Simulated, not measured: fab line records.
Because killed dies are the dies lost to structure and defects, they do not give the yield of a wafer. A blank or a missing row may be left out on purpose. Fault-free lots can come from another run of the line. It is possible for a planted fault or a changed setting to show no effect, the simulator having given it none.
Which of the tools did it? -- flow nandHarc -- 14 lots with 42 wafers sampled at 4 steps, on a route of 1159 steps

== WHAT EACH GAUGE READ, for each wafer ==
The record holds no reading of a measuring or inspecting step that can be judged against a usual standard deviation.

== WHICH TOOL RAN EACH LOT (tool, then ch and the chambers of the sampled wafers, then the start) ==
lot,NHARC_A_STAIRCASE_STRIP_316,NHARC_A_STAIRCASE_ALD_415,NHARC_A_STAIRCASE_PEB_439,NHARC_A_STAIRCASE_ETCHBACK_157
L346,"rieDiel-10 ch 0,1,3, day 11 20:44 or earlier","aldHk-01 ch 0,3, day 11 20:44","lithoTrack-03 ch 0, day 13 08:52","rieDiel-10 ch 1,2, day 13 13:22"
L348,"rieDiel-06 ch 1,2, day 12 14:27 or earlier","aldHk-01 ch 1,2,3, day 12 14:27","lithoTrack-03 ch 0, day 14 05:11","rieDiel-10 ch 0,3, day 14 10:02"
L347,"rieDiel-10 ch 0,1, day 12 17:45 or earlier","aldHk-04 ch 1,2, day 12 17:45","lithoTrack-02 ch 0, day 14 04:59","rieDiel-02 ch 1,2,3, day 14 09:37"
L351,"rieDiel-10 ch 0,1,2, day 13 01:14 or earlier","aldHk-04 ch 0,1,2, day 13 01:14","lithoTrack-02 ch 0, day 14 15:19","rieDiel-10 ch 0,2, day 14 20:10"
L353,"rieDiel-10 ch 0,1,2, day 13 02:50 or earlier","aldHk-01 ch 0,2,3, day 13 02:50","lithoTrack-03 ch 0, day 14 15:00","rieDiel-10 ch 1,2,3, day 14 19:27"
L355,"rieDiel-10 ch 0,1,2, day 14 12:32 or earlier","aldHk-02 ch 1,2, day 14 12:32","lithoTrack-03, day 16 07:20","rieDiel-10 ch 0,1,2, day 16 12:23"
L357,"rieDiel-10 ch 0,1,3, day 14 20:38 or earlier","aldHk-04 ch 0,1, day 14 20:38","lithoTrack-02, day 16 07:10","rieDiel-10 ch 0,1,2, day 16 11:31"
L361,"rieDiel-02 ch 2,3, day 15 10:47 or earlier","aldHk-01 ch 1,2,3, day 15 10:47","lithoTrack-05 ch 0, day 16 23:24","rieDiel-10 ch 0,2,3, day 17 03:55"
L364,"rieDiel-10 ch 2,3, day 16 06:10 or earlier","aldHk-02 ch 0,1, day 16 06:10","lithoTrack-05 ch 0, day 18 03:37","rieDiel-10 ch 2,3, day 18 08:04"
L365,"rieDiel-02 ch 0,1,3, day 16 13:54 or earlier","aldHk-02 ch 1,2,3, day 16 13:54","lithoTrack-05 ch 0, day 18 13:52","rieDiel-10 ch 0,2,3, day 18 18:16"
L366,"rieDiel-02 ch 0,1,2, day 16 23:15 or earlier","aldHk-01 ch 0,1,3, day 16 23:15","lithoTrack-03 ch 0, day 18 21:26","rieDiel-02 ch 1,2,3, day 19 04:14"
L368,"rieDiel-10 ch 1,3, day 17 00:44 or earlier","aldHk-02 ch 1,2,3, day 17 00:44","lithoTrack-03 ch 0, day 18 21:22","rieDiel-02 ch 0,2,3, day 19 02:34"
L367,"rieDiel-06 ch 0,1,2, day 17 04:36 or earlier","aldHk-02 ch 0,1, day 17 04:36","lithoTrack-05 ch 0, day 18 21:24","rieDiel-02 ch 0,3, day 19 02:11"
L369,"rieDiel-10 ch 1,2,3, day 17 20:40 or earlier","aldHk-02 ch 0,2,3, day 17 20:40","lithoTrack-03 ch 0, day 19 16:58","rieDiel-10 ch 1,2,3, day 19 21:20"
- NHARC_A_STAIRCASE_STRIP_316: strips in O2.
- NHARC_A_STAIRCASE_ALD_415: deposits SiO2, target thk 30 nm, pulse time 6 s, ald cycles 300.
- NHARC_A_STAIRCASE_PEB_439: peb time 130 s.
- NHARC_A_STAIRCASE_ETCHBACK_157: etches the open film in CH3F/O2, target depth 90 nm, time 167.14 s.

== AS READ BY THE TOOLS THEMSELVES (means over the sampled wafers that have a number; for cases with no such wafer, the mark the record gives instead) ==
NHARC_A_STAIRCASE_STRIP_316.
lot,tool,drypumpMotorCurrentA (A),oesProductAu (a.u.),rfVppV (V),showerheadPlenumPTorr (Torr),throttleValvePct (%)
L346,rieDiel-10,5.9,0.999,57.6,3.60,17.043
L348,rieDiel-06,5.8,1.010,58.0,3.73,17.029
L347,rieDiel-10,5.9,0.992,58.3,3.76,17.037
L351,rieDiel-10,6.1,0.999,58.0,3.71,17.031
L353,rieDiel-10,6.1,0.996,57.9,3.71,17.031
L355,rieDiel-10,6.1,0.999,58.7,3.70,17.035
L357,rieDiel-10,5.9,1.001,58.7,3.58,17.029
L361,rieDiel-02,6.0,1.007,57.2,3.52,17.035
L364,rieDiel-10,6.3,0.996,57.3,3.68,17.040
L365,rieDiel-02,5.9,1.007,57.5,3.44,17.023
L366,rieDiel-02,5.6,1.001,57.8,3.41,17.036
L368,rieDiel-10,5.8,1.011,58.1,3.78,17.038
L367,rieDiel-06,6.0,1.007,58.5,3.60,17.036
L369,rieDiel-10,6.0,1.002,57.3,3.72,17.040

NHARC_A_STAIRCASE_ALD_415.
lot,tool,heaterPowerW (W),precursorPulseHeightRel
L346,aldHk-01,432,0.978
L348,aldHk-01,491,1.002
L347,aldHk-04,543,1.021
L351,aldHk-04,537,1.000
L353,aldHk-01,464,1.024
L355,aldHk-02,492,0.989
L357,aldHk-04,555,0.990
L361,aldHk-01,501,0.996
L364,aldHk-02,449,0.991
L365,aldHk-02,516,0.998
L366,aldHk-01,491,1.001
L368,aldHk-02,517,0.997
L367,aldHk-02,454,0.997
L369,aldHk-02,497,0.980

NHARC_A_STAIRCASE_PEB_439.
lot,tool,chillPlateTempC (C),exhaustPa (Pa)
L346,lithoTrack-03,22.89,44.8
L348,lithoTrack-03,23.08,44.3
L347,lithoTrack-02,22.97,44.5
L351,lithoTrack-02,22.94,44.3
L353,lithoTrack-03,23.12,45.1
L355,lithoTrack-03,-,-
L357,lithoTrack-02,-,-
L361,lithoTrack-05,22.97,46.3
L364,lithoTrack-05,23.04,44.3
L365,lithoTrack-05,23.12,45.0
L366,lithoTrack-03,22.99,45.1
L368,lithoTrack-03,22.98,44.6
L367,lithoTrack-05,23.08,45.8
L369,lithoTrack-03,23.13,45.4

NHARC_A_STAIRCASE_ETCHBACK_157.
lot,tool,drypumpMotorCurrentA (A),oesProductAu (a.u.),rfVppV (V),showerheadPlenumPTorr (Torr),throttleValvePct (%)
L346,rieDiel-10,6.2,0.99,245.2,2.57,20.662
L348,rieDiel-10,6.0,1.00,243.1,2.37,20.659
L347,rieDiel-02,5.6,1.00,244.0,2.42,20.670
L351,rieDiel-10,6.3,0.97,246.1,2.56,20.664
L353,rieDiel-10,6.0,1.01,244.7,2.48,20.658
L355,rieDiel-10,6.1,1.00,246.7,2.58,20.665
L357,rieDiel-10,6.1,1.00,247.0,2.58,20.662
L361,rieDiel-10,6.2,0.93,246.0,2.58,20.664
L364,rieDiel-10,6.2,0.92,245.7,2.56,20.659
L365,rieDiel-10,6.2,1.00,245.7,2.58,20.657
L366,rieDiel-02,5.7,0.92,243.5,2.41,20.669
L368,rieDiel-02,5.9,0.97,243.7,2.40,20.662
L367,rieDiel-02,6.2,0.99,244.8,2.42,20.666
L369,rieDiel-10,6.0,0.92,246.2,2.59,20.657

== THE ANSWER, worked out from the rows above alone ==
Rule: the usual values come from the lots themselves. The widest of any qualifying gaps counts: lots, ordered by their means at a reading, are off when they make up no more than a third of the lots, leave a main group of 4 or more, and stand apart from it by 3 or more times the standard deviation of that group's means. A main group whose means are all the same, to the digits that the tables above print for the reading, isn't used. Also off: a lot with no number at a reading for which 4 or more lots have one. The other lots that the step has rows for count as sound. First the gauges in route order, then the tools' own readings, where a lot's mean is used as printed above. At the first step where some lot is off, the reading lying furthest off is the one used; lots without a number count as furthest.
Off: L355, L357, at NHARC_A_STAIRCASE_PEB_439 (chillPlateTempC). Without a number there: L355, L357. The main group has a mean of 23.03 C with a standard deviation of 0.076.
A tool fits if, at that step or a process step before it, it ran every lot that is off, and no sound lot after the first of them. NHARC_A_STAIRCASE_STRIP_316 gives no start for some lots, so the hours and the order of its lots are those of NHARC_A_STAIRCASE_ALD_415. No candidate that was tried fits.

== WHAT WAS PUT IN BY THE SIMULATOR ==
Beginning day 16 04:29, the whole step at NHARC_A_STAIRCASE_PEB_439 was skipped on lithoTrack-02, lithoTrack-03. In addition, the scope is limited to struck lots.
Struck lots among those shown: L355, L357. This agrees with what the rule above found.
